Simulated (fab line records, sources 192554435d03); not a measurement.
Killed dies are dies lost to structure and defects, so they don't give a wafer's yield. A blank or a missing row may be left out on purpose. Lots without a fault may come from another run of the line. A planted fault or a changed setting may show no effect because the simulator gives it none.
Chamber matching | flow n5_finfet | N5_HKMG_FIN_ALD_75 on ald_hk-01: 4 sister chambers
The step deposits Al2O3, target thk 1 nm, co reactant pulse time 1 s. 4 wafers are shown with their chamber, then 8 later ones without.

WAFERS WITH THEIR CHAMBER
wafer  | chamber | heater_power_w (W)
L090.3 | 2       | 149
L090.4 | 3       | 166
L090.5 | 0       | 138
L091.1 | 1       | 177

WAFERS WITHOUT THEIR CHAMBER
wafer  | heater_power_w (W)
L091.3 | 154
L091.5 | 150
L094.1 | 155
L094.5 | 159
L094.6 | 140
L097.3 | 154
L097.5 | 160
L097.6 | 150

WHICH CHAMBER EACH WENT THROUGH
wafer  | from the rows above     | in truth
L091.3 | can't be placed: 2 or 3 | 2
L091.5 | 2                       | 2
L094.1 | can't be placed: 2 or 3 | 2
L094.5 | can't be placed: 3 or 2 | 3
L094.6 | can't be placed: 0 or 2 | 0
L097.3 | can't be placed: 2 or 3 | 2
L097.5 | can't be placed: 3 or 2 | 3
L097.6 | 2                       | 2
Placed correctly: 2 of 8. Can't be placed from these rows: 6 (the true chamber is among the candidates in 6). Placed wrongly: 0.
How it was worked out, from the rows above alone: a wafer's distance from a chamber is the root of the sum, over the readings, of the square of ((its reading less the chamber's mean) divided by the reading's scatter). The wafer belongs to the nearest chamber; if the next one is less than 2 further off, it can't be placed. A chamber's mean is the mean of its shown wafers. The scatter: with one shown wafer a chamber, the root of the mean of the squares of how far each hidden wafer lies from its nearest shown one.
